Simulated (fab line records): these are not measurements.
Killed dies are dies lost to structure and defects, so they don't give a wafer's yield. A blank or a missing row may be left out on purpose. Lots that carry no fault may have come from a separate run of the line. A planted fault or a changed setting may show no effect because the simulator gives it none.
fab line records	flow nand-harc
[record] lots = 5	wafers = 15	last-day = 22
route steps=1159 shown A_CONTACT@912 END@1159
lots that met no fault: taken from a fault-free run of the same line
start-h: hours from the record's opening day to when the first of the lot's shown wafers began	wait-h: how many hours have passed since the lot's step before this one	" repeats the value in the row above	L1.1+2: one row covering several wafers at once	- no value present, or no start provided	* or withheld: withheld	< > ~ a bound
route shown NAME@n: names a module that has steps shown in the file, with the first one's number in the route	usual: mean and standard deviation over wafers with no fault	same: alike in all rows	chamber/n: place in a boat	sites: each site's reading	_std_site: how widely they spread, as a standard deviation	_edge_site: the outer-site mean with the inner-site mean subtracted	radius-mm: how far each site lies from the wafer's centre	mask NAME#n: copy n	behind: the most recent tool/chamber to have shaped the wafer	hold: what put the lot on hold/how long, in hours/how the hold closed	device: transistor that didn't switch, given as n, p or np	end of line: at the end of the route, the tests of the same wafers	a step with no rows: only its recipe	killed: count of dies lost to structure and defects at first sort (not the wafer's yield)	map: a wafer's dies, x killed, . not, _ none there
set.NAME: setting as actually run; set.NAME@STEP: the setting as run at that earlier step	model.NAME: the simulator's own value behind a step, which no gauge read
lots at selected steps of the route; one table per step, one row per wafer
services: when a tool's chamber went out of use (start-h, in hours from the record's first day, below 0 if earlier), for how many hours, and the reason
[[steps]]
[step NHARC_A_CONTACT_ETCH_132]
[recipe] source-w = withheld	pressure-mtorr = 20	bias-v = 1200	time-s = 156	target-depth-a = 9580	ar-flow-sccm = withheld	c4f8-flow-sccm = withheld	o2-flow-sccm = withheld	chemistry = C4F8/O2/Ar
[step NHARC_A_CONTACT_ETCH_133]
[recipe] source-w = withheld	pressure-mtorr = 20	bias-v = 400	time-s = 195	target-depth-a = 8400	ar-flow-sccm = withheld	c4f8-flow-sccm = 11.5	o2-flow-sccm = 7.2	chemistry = C4F8/O2/Ar
[step NHARC_A_CONTACT_ETCH_91]
[recipe] target-depth-a = 400	over-etch-frac = 0.5	time-s = 85.7	ion-energy-ev = 120	ch3f-flow-sccm = 50	o2-flow-sccm = 30	ar-flow-sccm = 200	rf-w = 500	bias-w = 100	chemistry = CH3F/O2
[usual] chamber-pressure-mTorr = 25.002/0.026	drypump-motor-current-A = 5.7/0.35	o2-flow-sccm = 29.99/0.086	oes-product-au = 0.935/0.028	rf-vpp-V = 244.8/1.7	showerhead-plenum-p-Torr = 2.50/0.1	throttle-valve-pct = 20.663/0.0089
lot.wafer	tool	chamber	start-h	wait-h	chamber-pressure-mTorr	drypump-motor-current-A	o2-flow-sccm	oes-product-au	rf-hours-counter-h	rf-vpp-V	showerhead-plenum-p-Torr	throttle-valve-pct
L234.3	rie-diel-13	0	382.95	0.4	24.960	5.9	30.14	1.000	40	247.4	2.64	20.661
L234.4	"	1	"	"	24.997	6.1	29.99	0.977	39	243.1	2.44	20.653
L234.5	"	1	"	"	25.022	6.1	30.04	0.973	-	244.6	2.44	20.654
L237.2	rie-diel-08	2	396.97	0.5	25.002	5.1	30.03	0.940	16	243.5	2.47	20.665
L237.3	"	1	"	"	25.001	5.9	29.99	0.939	15	243.5	2.46	20.665
L237.5	"	3	"	"	24.966	5.4	30.01	0.952	-	246.0	2.62	20.668
L236.2	rie-diel-13	0	408.87	0.8	25.002	5.9	29.93	0.927	50	246.6	2.64	20.661
L236.3	"	3	"	"	25.008	5.5	30.08	0.928	48	241.9	2.27	20.657
L236.4	"	2	"	"	25.006	5.3	30.09	0.946	-	244.7	2.41	20.658
L242.1	rie-diel-08	2	431.97	0.5	25.015	5.1	29.99	0.922	22	244.6	2.47	20.662
L242.4	"	3	"	"	24.988	5.4	30.06	0.938	21	245.0	2.62	20.659
L242.6	"	3	"	"	24.987	5.4	29.80	0.949	-	247.0	2.62	20.672
L246.2	rie-diel-13	1	462.14	0.5	24.986	6.2	30.08	0.983	0	244.0	2.44	20.666
L246.4	"	1	"	"	24.997	6.1	30.04	0.990	-	244.3	2.44	20.644
L246.5	"	2	"	"	25.037	5.4	29.95	0.984	-	243.0	2.40	20.659
[step NHARC_A_CONTACT_ETCH_97]
[recipe] target-depth-a = 200	over-etch-frac = 0.5	time-s = 10	ion-energy-ev = 250	c4f6-flow-sccm = 25	o2-flow-sccm = 20	ar-flow-sccm = 500	rf-w = 600	bias-w = 500	chemistry = C4F6/O2
[step NHARC_A_CONTACT_CD_MEAS_80]
[usual] cd-nm = 189.8/1
lot.wafer	tool	chamber	start-h	wait-h	cd-nm
L234.3	cd-sem-01	-	383.17	-	191.2
L234.4	"	-	"	"	189.9
L234.5	"	-	"	"	190.6
L237.2	cd-sem-02	-	397.19	-	190.8
L237.3	"	-	"	"	189.8
L237.5	"	-	"	"	190.7
L236.2	cd-sem-01	-	409.30	-	189.8
L236.3	"	-	"	"	189.9
L236.4	"	-	"	"	189.5
L242.1	cd-sem-02	-	432.19	-	188.7
L242.4	"	-	"	"	188.9
L242.6	"	-	"	"	188.1
L246.2	cd-sem-02	-	462.41	-	191.2
L246.4	"	-	"	"	191.9
L246.5	"	-	"	"	190.0
[step NHARC_A_CONTACT_STRIP_103]
[recipe] n2-flow-sccm = 150	h2-flow-sccm = 150	ar-flow-sccm = 0	bias-w = 0	chemistry = N2/H2
[step NHARC_A_CONTACT_STRIP_104]
[recipe] cf4-flow-sccm = 100	chf3-flow-sccm = 30	ar-flow-sccm = 0	bias-w = 0	chemistry = CF4/CHF3
[step NHARC_A_CONTACT_STRIP_105]
[recipe] o2-flow-sccm = 400	cos-flow-sccm = 20	ar-flow-sccm = 0	bias-w = 0	chemistry = O2/COS
[step NHARC_A_CONTACT_ETCH_106]
[recipe] target-depth-a = 600	overetch-a = 60	time-s = 33	ion-energy-ev = 100	cf4-flow-sccm = 80	o2-flow-sccm = 20	ar-flow-sccm = 0	rf-w = 300	bias-w = 100	chemistry = CF4/O2
[usual] chamber-pressure-mTorr = 30.001/0.027	drypump-motor-current-A = 5.6/0.32	o2-flow-sccm = 20.01/0.055	oes_ar_750_au = 1.000/0.0053	oes-product-au = 0.998/0.015	rf-vpp-V = 198.4/1.3	showerhead-plenum-p-Torr = 1.36/0.047	throttle-valve-pct = 13.397/0.0079
lot.wafer	tool	chamber	start-h	wait-h	chamber-pressure-mTorr	drypump-motor-current-A	o2-flow-sccm	oes_ar_750_au	oes-product-au	rf-hours-counter-h	rf-vpp-V	showerhead-plenum-p-Torr	throttle-valve-pct
L234.4	rie-diel-08	1	383.46	0.1	29.957	5.8	20.07	1.006	1.012	13	199.0	1.34	13.405
L234.3	"	3	"	"	29.963	5.4	20.02	1.005	1.010	14	199.5	1.43	13.395
L234.5	"	1	"	"	29.988	5.9	20.05	0.997	1.014	-	198.0	1.34	13.385
L237.2	rie-diel-08	0	397.57	0.1	30.032	5.6	19.89	1.002	0.976	16	198.6	1.35	13.384
L237.3	"	2	"	"	30.023	5.1	20.06	1.005	0.993	16	198.4	1.34	13.396
L237.5	"	0	"	"	30.031	5.7	19.97	0.994	0.970	-	197.8	1.35	13.394
L236.2	rie-diel-08	3	409.61	0.1	29.991	5.4	19.87	1.003	1.031	18	201.2	1.42	13.407
L236.3	"	0	"	"	30.030	5.6	19.99	0.990	0.973	19	198.7	1.35	13.404
L236.4	"	2	"	"	29.939	5.1	20.08	1.008	1.000	18	197.6	1.34	13.397
L242.4	rie-diel-13	0	432.49	0.1	30.020	5.9	19.95	0.998	0.982	56	199.7	1.43	13.403
L242.1	"	2	"	"	29.978	5.4	19.97	1.004	0.985	43	196.4	1.30	13.396
L242.6	"	3	"	"	30.015	5.5	19.94	0.999	0.994	-	195.1	1.23	13.402
L246.2	rie-diel-13	1	463.19	0.3	30.038	6.1	20.06	0.987	1.000	1	198.0	1.32	13.394
L246.5	"	2	"	"	29.982	5.3	19.96	0.998	0.981	-	197.1	1.30	13.389
L246.4	"	3	"	"	30.037	5.5	19.95	1.005	1.011	-	201.1	1.45	13.392
[step NHARC_A_CONTACT_STRIP_82]
[recipe] o2-flow-sccm = 500	ar-flow-sccm = 0	bias-w = 0	chemistry = O2
[step NHARC_A_CONTACT_STRIP_83]
[recipe] time-s = 600	temp-c = 30	chemistry = post-etch-residue-remover
[step NHARC_A_CONTACT_DEP_84]
[recipe] target-thk-a = 20000	temp-c = 400	material = aC
[step NHARC_A_CONTACT_DEP_85]
[recipe] target-thk-a = 500	target-thk-nm = 50	temp-c = 400	pressure-torr = 3.5	flow-sccm = 200	rf-w = 350	material = SiON
[usual] heater-power-w = 712/92
lot.wafer	tool	chamber	start-h	wait-h	heater-power-w
L234.3	pecvd-02	0	386.80	1.2	770
L234.5	"	1	"	"	853
L234.4	"	2	"	"	668
L237.2	pecvd-01	2	399.48	0.9	543
L237.3	"	0	"	"	738
L237.5	"	1	"	"	722
L236.3	pecvd-02	1	412.86	0.6	714
L236.2	"	2	"	"	638
L236.4	"	0	"	"	671
L242.1	pecvd-02	1	434.43	1.1	711
L242.4	"	0	"	"	727
L242.6	"	1	"	"	713
L246.2	pecvd-01	0	466.25	0.8	714
L246.5	"	0	"	"	695
L246.4	"	1	"	"	785
[step NHARC_A_CONTACT_DEHYDRATE_00]
[recipe] temp-c = 150	time-s = 120
[step NHARC_A_CONTACT_HMDS_01]
[recipe] time-s = 30
[step NHARC_A_CONTACT_COAT_86]
[recipe] temp-c = 260	time-s = 75
[step NHARC_A_CONTACT_COAT_87]
[recipe] temp-c = 225	time-s = 65
[step NHARC_A_CONTACT_COAT_02]
[recipe] spin-rpm = 1500	resist-thk-nm = 90
[step NHARC_A_CONTACT_SOFTBAKE_03]
[recipe] temp-c = 105	time-s = 55
[step NHARC_A_CONTACT_EBR_04]
[step NHARC_A_CONTACT_EXPOSE_05]
[recipe] na = 1.35	sigma-outer = 0.8	dose-mj = 84.24	mask-id = A_CC
[step NHARC_A_CONTACT_PEB_06]
[recipe] peb-temp-c = 100	peb-time-s = 65
[step NHARC_A_CONTACT_DEVELOP_07]
[recipe] develop-time-s = 35	dev-temp-c = 23
[step NHARC_A_CONTACT_CD_MEAS_08]
[recipe] target-cd-nm = 100	landing-energy-ev = 500
[usual] cd-nm = 99.3/0.73
lot.wafer	tool	chamber	start-h	wait-h	cd-nm
L234.3	cd-sem-02	0	387.47	-	98.5
L234.4	"	0	"	"	98.2
L234.5	"	0	"	"	98.5
L237.2	cd-sem-03	0	400.17	-	98.6
L237.3	"	0	"	"	99.4
L237.5	"	0	"	"	98.8
L236.2	cd-sem-01	0	413.59	-	98.8
L236.3	"	0	"	"	99.0
L236.4	"	0	"	"	99.0
L242.1	cd-sem-03	0	435.13	-	99.5
L242.4	"	0	"	"	99.5
L242.6	"	0	"	"	99.4
L246.2	cd-sem-03	0	466.86	-	99.5
L246.4	"	0	"	"	99.3
L246.5	"	0	"	"	99.4
[step NHARC_A_CONTACT_OVL_MEAS_09]
[usual] overlay-x-nm = 0.0/0.83	overlay-y-nm = -0.2/0.71
lot.wafer	tool	chamber	start-h	wait-h	overlay-x-nm	overlay-y-nm
L234.3	overlay-02	-	387.55	-	-0.6	-0.3
L234.4	"	-	"	"	-0.4	0.0
L234.5	"	-	"	"	-0.7	0.3
L237.2	overlay-02	-	400.27	-	0.4	-0.1
L237.3	"	-	"	"	0.2	0.4
L237.5	"	-	"	"	0.5	0.7
L236.2	overlay-02	-	413.67	-	0.4	0.2
L236.3	"	-	"	"	0.2	-0.3
L236.4	"	-	"	"	0.4	-0.2
L242.1	overlay-01	-	435.22	-	1.3	-1.7
L242.4	"	-	"	"	0.6	-0.9
L242.6	"	-	"	"	0.3	-0.7
L246.2	overlay-02	-	466.94	-	2.2	1.3
L246.4	"	-	"	"	1.9	1.8
L246.5	"	-	"	"	2.4	2.1
[step NHARC_A_CONTACT_INSPECT_10]
[usual] raw-defect-count = 30/11
lot.wafer	tool	chamber	start-h	wait-h	raw-defect-count
L234.3	defect-inspect-01	-	387.59	0.0	18
L234.4	"	-	"	"	26
L234.5	"	-	"	"	15
L237.2	defect-inspect-01	-	400.31	0.0	24
L237.3	"	-	"	"	25
L237.5	"	-	"	"	21
L236.2	defect-inspect-02	-	413.71	0.0	27
L236.3	"	-	"	"	27
L236.4	"	-	"	"	38
L242.1	defect-inspect-01	-	435.26	0.0	50
L242.4	"	-	"	"	28
L242.6	"	-	"	"	47
L246.2	defect-inspect-01	-	466.98	0.0	15
L246.4	"	-	"	"	6
L246.5	"	-	"	"	13
[step NHARC_A_CONTACT_DESCUM_13]
[recipe] time-s = 3	o2-flow-sccm = 200	ar-flow-sccm = 0	bias-power-w = 0	chemistry = O2
[step NHARC_A_CONTACT_ETCH_88]
[recipe] target-depth-a = 390	over-etch-frac = 0.3	time-s = 65	ion-energy-ev = 80	cf4-flow-sccm = 150	ar-flow-sccm = 0	rf-w = 300	bias-w = 100	chemistry = CF4
[step NHARC_A_CONTACT_ETCH_89]
[recipe] target-depth-a = 2600	over-etch-frac = 0.3	time-s = 475.3	ion-energy-ev = 200	n2-flow-sccm = 150	h2-flow-sccm = 150	ar-flow-sccm = 0	rf-w = 400	bias-w = 150	chemistry = N2/H2
[usual] chamber-pressure-mTorr = 29.999/0.028	drypump-motor-current-A = 5.7/0.33	oes-product-au = 0.998/0.013	rf-vpp-V = 431.7/2.4	showerhead-plenum-p-Torr = 2.08/0.084	throttle-valve-pct = 14.170/0.0093
lot.wafer	tool	chamber	start-h	wait-h	chamber-pressure-mTorr	drypump-motor-current-A	oes-product-au	rf-hours-counter-h	rf-vpp-V	showerhead-plenum-p-Torr	throttle-valve-pct
L234.4	rie-diel-07	0	-	-	30.016	5.3	1.008	54	433.1	2.14	14.152
L234.3	"	1	"	"	29.955	5.9	1.014	56	431.3	2.05	14.171
L234.5	"	2	"	"	29.996	6.3	0.990	-	435.0	2.20	14.176
L237.3	rie-diel-08	1	-	-	29.972	5.9	0.999	16	431.2	2.04	14.156
L237.2	"	3	"	"	30.012	5.5	1.017	16	436.4	2.18	14.175
L237.5	"	1	"	"	29.965	5.9	0.997	-	430.5	2.04	14.168
L236.4	rie-diel-13	3	-	-	30.006	5.5	1.009	50	427.0	1.88	14.166
L236.2	"	0	"	"	29.993	5.9	0.998	51	434.9	2.20	14.168
L236.3	"	2	"	"	29.995	5.4	0.982	37	427.5	1.99	14.173
L242.1	rie-diel-08	0	-	-	30.011	5.7	0.970	25	430.2	2.07	14.163
L242.4	"	1	"	"	29.991	5.8	1.016	24	430.0	2.04	14.175
L242.6	"	0	"	"	30.062	5.7	0.972	-	431.7	2.07	14.176
L246.4	rie-diel-13	2	-	-	29.996	5.4	0.995	3	428.3	1.99	14.193
L246.2	"	0	"	"	30.048	5.9	1.017	1	434.7	2.19	14.180
L246.5	"	2	"	"	29.971	5.4	0.990	-	429.0	1.99	14.166
[step NHARC_A_CONTACT_ETCH_30]
[recipe] target-depth-a = 605	time-s = 30.2	cf4-flow-sccm = 100	chf3-flow-sccm = 30	ar-flow-sccm = 0	rf-w = 500	bias-w = 200	chemistry = CF4/CHF3
[step NHARC_A_CONTACT_ETCH_31]
[recipe] target-depth-a = 20000	over-etch-frac = 0.3	time-s = 520	ion-energy-ev = 150	o2-flow-sccm = 400	cos-flow-sccm = 20	ar-flow-sccm = 0	rf-w = 500	bias-w = 300	chemistry = O2/COS
[step NHARC_A_CONTACT_ETCH_134]
[recipe] source-w = withheld	pressure-mtorr = 20	bias-v = withheld	time-s = 140	target-depth-a = 7000	ar-flow-sccm = withheld	c4f8-flow-sccm = withheld	o2-flow-sccm = withheld	chemistry = C4F8/O2/Ar
[step NHARC_A_CONTACT_ETCH_135]
[recipe] source-w = withheld	pressure-mtorr = 20	bias-v = 3000	time-s = 132	target-depth-a = 12870	ar-flow-sccm = withheld	c4f8-flow-sccm = withheld	o2-flow-sccm = withheld	chemistry = C4F8/O2/Ar
[step NHARC_A_CONTACT_ETCH_136]
[recipe] source-w = withheld	pressure-mtorr = 20	bias-v = 3000	time-s = 132	target-depth-a = 12870	ar-flow-sccm = withheld	c4f8-flow-sccm = withheld	o2-flow-sccm = withheld	chemistry = C4F8/O2/Ar
[usual] chamber-pressure-mTorr = 20.002/0.021
lot.wafer	tool	chamber	start-h	wait-h	chamber-pressure-mTorr	rf-hours-counter-h
L234.3	har-cap-etch-03	1	389.01	0.1	19.988	-
L234.4	"	0	"	"	20.006	-
L234.5	"	0	"	"	19.980	-
L237.2	har-cap-etch-02	0	401.70	0.1	19.978	15
L237.3	"	0	"	"	20.013	-
L237.5	"	0	"	"	20.013	-
L236.2	har-cap-etch-03	1	415.08	0.1	20.002	90
L236.3	"	1	"	"	19.992	-
L236.4	"	0	"	"	20.009	-
L242.1	har-cap-etch-02	1	436.68	0.1	20.020	22
L242.4	"	0	"	"	20.006	-
L242.6	"	0	"	"	20.021	-
L246.2	har-cap-etch-02	0	468.57	0.1	19.998	29
L246.4	"	0	"	"	20.000	-
L246.5	"	0	"	"	19.979	-
[step NHARC_A_CONTACT_ETCH_137]
[recipe] source-w = withheld	pressure-mtorr = 20	bias-v = 3000	time-s = 132	target-depth-a = 12870	ar-flow-sccm = withheld	c4f8-flow-sccm = withheld	o2-flow-sccm = withheld	chemistry = C4F8/O2/Ar
[step NHARC_A_CONTACT_ETCH_138]
[recipe] source-w = withheld	pressure-mtorr = 20	bias-v = 3000	time-s = 132	target-depth-a = 12890	ar-flow-sccm = withheld	c4f8-flow-sccm = withheld	o2-flow-sccm = withheld	chemistry = C4F8/O2/Ar
[usual] chamber-pressure-mTorr = 20.000/0.018
lot.wafer	tool	chamber	start-h	wait-h	chamber-pressure-mTorr	rf-hours-counter-h
L234.3	har-cap-etch-03	1	389.26	0.1	19.977	-
L234.4	"	0	"	"	19.974	-
L234.5	"	0	"	"	19.986	-
L237.2	har-cap-etch-02	0	401.94	0.1	19.999	16
L237.3	"	0	"	"	20.016	-
L237.5	"	0	"	"	19.982	-
L236.2	har-cap-etch-03	1	415.33	0.1	20.007	90
L236.3	"	1	"	"	19.985	-
L236.4	"	0	"	"	19.977	-
L242.1	har-cap-etch-02	1	436.92	0.1	20.011	22
L242.4	"	0	"	"	20.002	-
L242.6	"	0	"	"	20.033	-
L246.2	har-cap-etch-02	0	468.81	0.1	19.981	30
L246.4	"	0	"	"	20.008	-
L246.5	"	0	"	"	19.977	-
[step NHARC_A_CONTACT_ETCH_139]
[recipe] source-w = withheld	pressure-mtorr = 20	bias-v = 400	time-s = 137	target-depth-a = 5900	ar-flow-sccm = withheld	c4f8-flow-sccm = 11.5	o2-flow-sccm = 7.2	chemistry = C4F8/O2/Ar
[step NHARC_A_CONTACT_ETCH_92]
[recipe] target-depth-a = 400	over-etch-frac = 0.5	time-s = 85.7	ion-energy-ev = 120	ch3f-flow-sccm = 50	o2-flow-sccm = 30	ar-flow-sccm = 200	rf-w = 500	bias-w = 100	chemistry = CH3F/O2
[step NHARC_A_CONTACT_ETCH_98]
[recipe] target-depth-a = 200	over-etch-frac = 0.5	time-s = 10	ion-energy-ev = 250	c4f6-flow-sccm = 25	o2-flow-sccm = 20	ar-flow-sccm = 500	rf-w = 600	bias-w = 500	chemistry = C4F6/O2
[step NHARC_A_CONTACT_CD_MEAS_15]
[usual] cd-nm = 89.8/0.81
lot.wafer	tool	chamber	start-h	wait-h	cd-nm
L234.3	cd-sem-02	-	389.96	-	89.0
L234.4	"	-	"	"	91.0
L234.5	"	-	"	"	89.5
L237.2	cd-sem-02	-	402.67	-	90.5
L237.3	"	-	"	"	91.2
L237.5	"	-	"	"	91.5
L236.2	cd-sem-02	-	416.08	-	90.2
L236.3	"	-	"	"	90.4
L236.4	"	-	"	"	90.4
L242.1	cd-sem-02	-	437.66	-	89.6
L242.4	"	-	"	"	89.8
L242.6	"	-	"	"	89.2
L246.2	cd-sem-01	-	470.96	-	90.5
L246.4	"	-	"	"	89.7
L246.5	"	-	"	"	90.1
[step NHARC_A_CONTACT_STRIP_107]
[recipe] n2-flow-sccm = 150	h2-flow-sccm = 150	ar-flow-sccm = 0	bias-w = 0	chemistry = N2/H2
[step NHARC_A_CONTACT_STRIP_108]
[recipe] cf4-flow-sccm = 100	chf3-flow-sccm = 30	ar-flow-sccm = 0	bias-w = 0	chemistry = CF4/CHF3
[step NHARC_END_SORT_01]
[recipe] temp-c = 25
[usual] killed-at-array = 25/7.8	killed-at-other = 0.6/0.81	killed-at-periphery = 3.3/2.2	killed-dies = 29/8.2	killed-open = 3.5/1.9	killed-short = 1.8/1.3
[same] gross-dies = 677
lot.wafer	tool	chamber	start-h	wait-h	killed-at-array	killed-at-other	killed-at-periphery	killed-dies	killed-open	killed-short
L242.1	prober-01	0	490.24	2.5	40	0	9	49	4	0
L242.4	prober-01	0	492.66	3.4	664	0	5	669	3	1
L242.6	prober-01	0	494.27	4.0	39	0	5	44	3	4
L246.2	prober-01	0	532.07	2.8	16	2	6	24	5	4
L246.4	prober-01	0	533.65	3.4	7	0	2	9	3	1
L246.5	prober-01	0	534.44	3.7	12	1	0	13	2	3
// killed by level:class
L242.1 A_SLIT:chamber-film-flake=20 A_CHANNEL_HOLE_D1:chamber-film-flake=15 P_STI:chamber-film-flake=3 A_WL_FILL:chamber-film-flake=2 A_CONTACT:chamber-film-flake=2 P_CONTACT:geometric-particle:open=1 P_M0:geometric-particle:open=1 P_M1:geometric-particle:open=1
L242.4 A_CONTACT:area-dep=642 A_CHANNEL_HOLE_D1:chamber-film-flake=8 A_SLIT:chamber-film-flake=7 A_CONTACT:chamber-film-flake=3 P_M0:geometric-particle:open=2 P_CONTACT:chamber-film-flake=2 A_WL_FILL:chamber-film-flake=2 A_CHANNEL_HOLE_D1:geometric-particle:short=1
L242.6 A_CHANNEL_HOLE_D1:chamber-film-flake=17 A_SLIT:chamber-film-flake=10 A_CONTACT:chamber-film-flake=4 P_STI:chamber-film-flake=2 A_WL_FILL:chamber-film-flake=2 P_GATE:geometric-particle:short=1 A_ONON_D1:geometric-particle:open=1 A_CHANNEL_FILL_D1:geometric-particle:open=1
L246.2 A_CONTACT:chamber-film-flake=7 A_CHANNEL_HOLE_D1:chamber-film-flake=5 P_CONTACT:geometric-particle:open=3 P_M0:geometric-particle:short=1 P_BONDPAD:geometric-particle:open=1 A_CHANNEL_HOLE_D1:geometric-particle:open=1 A_CHANNEL_HOLE_D1:geometric-particle:short=1 A_WL_FILL:geometric-particle:short=1
L246.4 A_CONTACT:chamber-film-flake=4 P_GATE:geometric-particle:open=1 P_M0:geometric-particle:open=1 A_STAIRCASE:geometric-particle:open=1 A_WL_FILL:geometric-particle:short=1 A_CHANNEL_HOLE_D1:chamber-film-flake=1
L246.5 A_CONTACT:chamber-film-flake=5 A_CHANNEL_HOLE_D1:chamber-film-flake=3 A_WL_FILL:geometric-particle:short=2 A_CONTACT:geometric-particle:open=1 A_BLC:geometric-particle:open=1 STARTING-WAFER:geometric-particle:short=1
// map L242.4 (x killed, . not)
____________x____________
_________xxxxxxx_________
_______xxx.xxxxxxx_______
______xxxxxxxxxxxxx______
_____xxxxxxxxxxxxxxx_____
____xxxxxx.xxxx.xxxxx____
____xxxxxxxxxxxxxxxxx____
___xxxxxxxxxxxxxxxxxxx___
___xxxxxxxxxxxxxxxxxxx___
__xxxxxxxxxxxxxxxxxxxxx__
__xxxxxxxxxxxxxxxxxxxxx__
_xxxxxxxxxxxxxxxxxxxxxxx_
_xx.xxxxxxxxxxxxxxxxxxxx_
_xxxxxxxxxxxxxxxxxxxxxxx_
_xxxxxxxxxxxxxxxxxxxxxxx_
_xxxxxxxxxxxxxxxxxxxxxxx_
xxxxxxxxxxxxxxxxxxxxxxxxx
x.xxxxxxxxxxxxxxxxxxxxxxx
xxxxxxxxxxxxxxxxxxxxxxxxx
xxxxxxxxxxxxxxxxxxxxxxxxx
xxxxxxxxxxxxxxxxxxxxxxxxx
_xxxxxxxxxxxxxxxxxxxxxxx_
_xxxxxxxxxxxxxxxxxxx.xxx_
_xxxxxxxxxxxxxxxxxxxxxxx_
_xxxxxxxxxxxxxxxxxxxxxxx_
_xxxxxxxxxxxxxxxxxxxxxxx_
__xxxxxxxxxxxxxxxxxxxxx__
__xxxxxxxxxxxxxxxxxxxxx__
___xxxxxxxxxxxxxxxxxxx___
___xxxxxxxxxxxxxxxxxxx___
____.xxxxxxxxxxxxxxxx____
____xxx.xxxxxxxxxxxxx____
_____xxxxxxxxxxxxxxx_____
______xxxxxxxxxxxxx______
_______xxxxxxxxxxx_______
_________xxxxxxx_________
____________x____________
// map L236.2 (x killed, . not)
____________.____________
_________......._________
_______..........._______
______.........x.x.______
_____...........x.x._____
____..............x..____
____....x.........xx.____
___...........xxx...x.___
___...................___
__.....................__
__..............x.x....__
_.................x....._
_....x................x._
_......................._
_......................._
_.............x.....x..._
.........................
x..x.....................
.........................
.............x...........
.................x.......
_......................._
_......................._
_......................._
_......................._
_...........x......x...._
__..................x..__
__.....................__
___...................___
___...................___
____.................____
____............x....____
_____..............._____
______.....x.....x.______
_______........xx._______
_________......._________
____________.____________
[[services]]
tool	chamber	start-h	hours	kind
rie-diel-13	0	359.83	-	clean
rie-diel-13	1	359.83	-	clean
rie-diel-13	2	359.83	-	clean
rie-diel-13	3	359.83	-	clean
rie-diel-08	0	359.98	-	clean
rie-diel-08	1	359.98	-	clean
rie-diel-08	2	359.98	-	clean
rie-diel-08	3	359.98	-	clean
rie-diel-13	0	384.33	-	clean
rie-diel-13	1	384.33	-	clean
rie-diel-13	2	384.33	-	clean
rie-diel-13	3	384.33	-	clean
rie-diel-08	0	384.48	-	clean
rie-diel-08	1	384.48	-	clean
rie-diel-08	2	384.48	-	clean
pecvd-01	-	395.33	1.6	repair
rie-diel-13	1	399.79	10.7	repair
rie-diel-07	-	405.74	9.0	pm
rie-diel-08	0	417.33	3.9	repair
pecvd-01	-	418.24	13.0	pm
pecvd-02	0	438.09	21.0	repair
rie-diel-13	-	442.55	0.3	repair
rie-diel-07	-	444.54	0.8	repair
rie-diel-08	-	459.16	21.9	repair
[[key]]
[first-sign] step = NHARC_END_SORT_01	reading = killed-at-array	direction = up	sigmas = 82	usual = 25	struck = 664
[effect] step = NHARC_END_SORT_01	reading = killed-dies	direction = up	sigmas = 78	usual = 29	struck = 669
[more-kills-born-at] NHARC_A_CONTACT_DEP_85@pecvd-02 = 642
met-at NHARC_A_CONTACT_DEP_85
struck-wafers L242.4
later-rows-left-out L242.4
tester-left-out L242
onset-between 412.86 434.43
[fault] kind = process-parameter-drift	tool = pecvd-02	chamber = 0	onset-h = 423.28	steps = NHARC_A_CONTACT_DEP_85	channel = target-thk-a	offset = *	shape = step	end-h = 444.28	acts-in = *	stated = *
// tester-left-out: of these lots the tester's yield and bins aren't shown, on N5 and GAA mostly nor the transistor test; their killed dies are dies lost to structure and defects alone, not to doping, threshold or leakage, so they don't give the yield
// later-rows-left-out: the simulator's readings of these wafers behind a module that went badly wrong aren't trusted and aren't shown, but for the sort
